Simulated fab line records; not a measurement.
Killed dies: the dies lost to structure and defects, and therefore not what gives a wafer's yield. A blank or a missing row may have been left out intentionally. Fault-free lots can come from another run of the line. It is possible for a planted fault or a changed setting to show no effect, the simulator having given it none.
Problem report in the 8D (eight disciplines) form, filled by code | flow n5_finfet | the parts of the form that need people (team, actions taken, sign-off) are left out

== 1. THE PROBLEM ==
killed_at_contacts at N5_PASSIVATION_PROBE_49 reads a mean of 99 on 6 wafers of 2 lots; wafers without a fault read 12 with a standard deviation of 7.2. That puts it +12 standard deviations away from the usual mean.
First seen on wafer L973.2, day 16 15:45, on prober-02. Wafers with a number at this step in the record: 6, from 2 lots. Rule for "out", or "out of limits": more than 4 standard deviations from the usual mean. The rest of the wafers with a number are treated as sound.

== 2. WHAT IT IS, WHAT IT ISN'T ==
question                    | is                     | is not
which readings at this step | killed_at_contacts     | killed_at_M0_to_M3, killed_at_front_end, killed_at_other, sort_bin_4_leakage
which lots                  | L973, L974             | -
which wafers of those lots  | all that have a number | -
read on which tools         | prober-01, prober-02   | -
when                        | from day 16 15:45      | up to then (0 sound wafers)

== 3. SUSPECTS, AND WHAT RULES EACH OUT ==
Counting: a tool at a process step up to the reading stays a suspect if it ran every lot that is out and no sound lot after the first of them.
- wet_bench-06 at N5_MOL_CONTACT_COAG_WET_ETCH_116 (etches the open film in SC1-inhibited, target depth 4.6 nm, rinse time 30 s): kept. It ran every lot that is out, first L973 (day 7 03:47), and no sound lot after that.
After counting, what remains is wet_bench-06 at N5_MOL_CONTACT_COAG_WET_ETCH_116.

== 4. THE CAUSE (what the simulator had put in) ==
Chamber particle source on wet_bench-06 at N5_MOL_CONTACT_COAG_WET_ETCH_116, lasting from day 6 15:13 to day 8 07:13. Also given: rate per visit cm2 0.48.
Only this tool survived the counting.

== 5. SEQUENCE OF EFFECTS, ordered by route ==
Each row: a reading where the mean over the struck wafers with a number is more than 3 standard deviations away from the usual. Only readings whose record carries a usual standard deviation are examined. hours: median over the lots of the time between each lot's start at the first step of this table that gives one and its start at this step. sigmas: the change, counted in usual standard deviations.
hours | step                    | reading              | usual  | on struck wafers | change | sigmas
0     | N5_PASSIVATION_PROBE_49 | defect_limited_yield | 91.6 % | 86.0             | -5.6   | -4.0
0     | N5_PASSIVATION_PROBE_49 | killed_at_contacts   | 12     | 99               | +87    | +12
0     | N5_PASSIVATION_PROBE_49 | killed_dies          | 100    | 166              | +66    | +3.9
0     | N5_PASSIVATION_PROBE_49 | sort_bin_5_function  | 5.0 %  | 9.1              | +4.1   | +4.3
0     | N5_PASSIVATION_PROBE_49 | sort_n_pass          | 1080   | 1014             | -66    | -3.9
0     | N5_PASSIVATION_PROBE_49 | sort_yield_pct       | 91.6 % | 85.9             | -5.7   | -4.1
It contains these process steps:
- N5_PASSIVATION_PROBE_49

== 6. HOW IT WOULD HAVE BEEN CAUGHT EARLIER ==
In this record no reading fell out of limits until day 16 15:45, 241 hours after the fault had begun at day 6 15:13.
All the lots that are out (2) had begun N5_MOL_CONTACT_COAG_WET_ETCH_116 on wet_bench-06 by day 16 15:45. Had the tool been put on hold then, not one of them would have been saved.
